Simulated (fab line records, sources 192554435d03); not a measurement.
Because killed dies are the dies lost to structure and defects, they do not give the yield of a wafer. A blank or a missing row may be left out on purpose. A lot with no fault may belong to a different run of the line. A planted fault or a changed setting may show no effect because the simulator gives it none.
Which tool was responsible? -- flow n5_finfet -- 66 wafers from 22 lots sampled at 3 of the route's 1938 steps

== WHAT THE GAUGES READ, wafer by wafer ==
N5_FIN_SAQP_OVL_MEAS_17. Usual: FIN_CORE_OVL typically reads 0.6 nm, with standard deviation 0.94.
lot,measured,on,FIN_CORE_OVL (nm),flag
L074,day 1 21:40,overlay-02,-0.3 -0.2 0.4,
L075,day 2 04:06,overlay-01,1.0 0.7 0.6,
L076,day 2 10:02,overlay-02,-1.5 -0.1 -0.9,
L077,day 2 15:31,overlay-01,-0.4 1.6 -0.3,
L078,day 2 22:29,overlay-02,0.8 1.6 1.1,
L079,day 3 03:47,overlay-01,2.1 1.9 2.0,
L081,day 3 16:55,overlay-01,0.3 1.5 1.3,
L082,day 3 21:25,overlay-01,-0.4 0.4 -0.5,
L083,day 4 03:25,overlay-01,2.1 2.4 1.5,
L084,day 4 09:38,overlay-02,-0.4 0.7 1.1,
L085,day 4 18:35,overlay-01,1.5 1.5 2.1,
L086,day 4 22:14,overlay-01,1.0 1.5 0.5,
L087,day 5 05:35,overlay-02,1.6 1.3 1.0,
L088,day 5 10:07,overlay-01,0.5 2.1 0.5,
L089,day 5 15:32,overlay-02,0.5 -0.2 0.3,
L090,day 5 21:50,overlay-01,0.3 0.5 1.2,
L091,day 6 03:55,overlay-02,1.3 1.0 1.2,
L092,day 6 10:14,overlay-02,0.2 -0.5 -0.5,
L093,day 6 16:20,overlay-01,1.0 1.4 0.9,
L094,day 6 23:01,overlay-02,-0.8 -0.2 -0.5,
L095,day 7 04:37,overlay-02,0.5 0.0 0.4,
L097,day 7 15:50,overlay-01,1.8 0.5 0.1,

== EACH LOT AND THE TOOL THAT RAN IT (in order: tool; ch and the chambers of the sampled wafers; start) ==
lot,N5_PMOS_HMC_CHANNEL_EPI_CMP_21,N5_FIN_SAQP_PECVD_48
L074,"cmp-03 ch 0,3, day 1 19:18","pecvd-01 ch 0,2, day 1 21:08"
L075,"cmp-03 ch 0,1, day 2 01:53","pecvd-01 ch 0,1,2, day 2 03:27"
L076,"cmp-03 ch 0,1,3, day 2 07:52","pecvd-02 ch 0,1, day 2 09:23"
L077,"cmp-04 ch 2,3, day 2 13:13","pecvd-03 ch 0,1,2, day 2 14:52"
L078,"cmp-03 ch 0,2,3, day 2 19:31","pecvd-03 ch 0,1,2, day 2 21:12"
L079,"cmp-01 ch 0,1,3, day 3 01:36","pecvd-02 ch 0,1,2, day 3 03:08"
L081,"cmp-04 ch 0,3, day 3 14:55","pecvd-03 ch 0,2, day 3 16:23"
L082,"cmp-01 ch 0,3, day 3 19:05","pecvd-03 ch 0,2, day 3 20:44"
L083,"cmp-01 ch 1,3, day 4 01:20","pecvd-02 ch 0,1,2, day 4 02:53"
L084,"cmp-03 ch 1,2,3, day 4 07:24","pecvd-03 ch 1,2, day 4 08:59"
L085,"cmp-04 ch 0,1, day 4 15:25","pecvd-02 ch 0,1,2, day 4 18:03"
L086,"cmp-03 ch 0,2,3, day 4 20:05","pecvd-01 ch 0,1,2, day 4 21:34"
L087,"cmp-01 ch 0,1,2, day 5 01:17","pecvd-03 ch 0,1,2, day 5 04:56"
L088,"cmp-01 ch 0,1,2, day 5 08:05","pecvd-03 ch 0,1, day 5 09:27"
L089,"cmp-04 ch 0,1,3, day 5 13:31","pecvd-02 ch 0,1, day 5 15:01"
L090,"cmp-01 ch 0,2,3, day 5 19:25","pecvd-01 ch 0,1,2, day 5 21:10"
L091,"cmp-01 ch 0,2, day 6 01:45","pecvd-02 ch 0,1,2, day 6 03:23"
L092,"cmp-03 ch 0,2,3, day 6 08:08","pecvd-01 ch 0,1,2, day 6 09:35"
L093,"cmp-03 ch 1,2,3, day 6 14:02","pecvd-02 ch 0,1,2, day 6 15:41"
L094,"cmp-03 ch 0,2,3, day 6 20:55","pecvd-03 ch 0,2, day 6 22:22"
L095,"cmp-04 ch 0,2,3, day 7 01:39","pecvd-01 ch 1,2, day 7 03:58"
L097,"cmp-03 ch 1,2, day 7 13:28","pecvd-03 ch 0,2, day 7 15:18"
- N5_PMOS_HMC_CHANNEL_EPI_CMP_21: polishes SiGe30, target thk 54 nm.
- N5_FIN_SAQP_PECVD_48: deposits SiNx from SiH4/NH3/N2, target thk 25 nm, time 22.1 s.

== AS READ BY THE TOOLS THEMSELVES (means over the sampled wafers that have a number; for cases with no such wafer, the mark the record gives instead) ==
N5_PMOS_HMC_CHANNEL_EPI_CMP_21. Usual: motor_current_A 12.7 A, standard deviation 1.3.
lot,tool,motor_current_A (A),flag
L074,cmp-03,12.8,
L075,cmp-03,12.8,
L076,cmp-03,13.4,
L077,cmp-04,11.8,
L078,cmp-03,13.3,
L079,cmp-01,12.8,
L081,cmp-04,12.2,
L082,cmp-01,13.5,
L083,cmp-01,11.4,
L084,cmp-03,14.1,
L085,cmp-04,12.9,
L086,cmp-03,13.3,
L087,cmp-01,12.4,
L088,cmp-01,12.3,
L089,cmp-04,12.5,
L090,cmp-01,12.5,
L091,cmp-01,11.8,
L092,cmp-03,13.5,
L093,cmp-03,13.7,
L094,cmp-03,13.3,
L095,cmp-04,12.0,
L097,cmp-03,13.9,

N5_FIN_SAQP_PECVD_48. Usual: heater_power_w 759 W, standard deviation 70; showerhead_plenum_p_Torr 5.13 Torr, standard deviation 0.062; throttle_valve_pct 39.5 %, standard deviation 1.6.
lot,tool,heater_power_w (W),showerhead_plenum_p_Torr (Torr),throttle_valve_pct (%),flag
L074,pecvd-01,704,5.20,39.2,
L075,pecvd-01,746,5.15,39.1,
L076,pecvd-02,731,5.19,41.2,
L077,pecvd-03,814,5.08,38.6,
L078,pecvd-03,793,5.09,38.7,
L079,pecvd-02,775,5.17,40.6,
L081,pecvd-03,827,5.09,39.2,
L082,pecvd-03,843,5.09,38.7,
L083,pecvd-02,773,5.16,40.8,
L084,pecvd-03,790,5.08,38.5,
L085,pecvd-02,729,5.17,40.7,
L086,pecvd-01,741,5.15,39.3,
L087,pecvd-03,808,5.08,38.9,
L088,pecvd-03,754,5.08,39.0,
L089,pecvd-02,781,5.18,41.3,
L090,pecvd-01,658,5.15,39.2,
L091,pecvd-02,754,5.17,40.8,
L092,pecvd-01,711,5.16,39.3,
L093,pecvd-02,752,5.17,40.9,
L094,pecvd-03,839,5.07,39.2,
L095,pecvd-01,733,5.13,40.2,
L097,pecvd-03,851,5.11,39.1,

== THE ANSWER, worked out from the rows above alone ==
Rule: lot off if the mean of its wafers having a number is beyond 3 standard deviations from the usual mean. A lot without any number at a reading at which 4 lots or more have one is off too. All remaining lots with rows at the step are treated as sound. First the gauges in route order, then the tools' own readings, where a lot's mean is used as printed above. At the first step where some lot is off, the reading lying furthest off is the one used; lots without a number count as furthest.
Nothing can be told from this: no lot is off at any reading shown.

== WHAT THE SIMULATOR PUT IN ==
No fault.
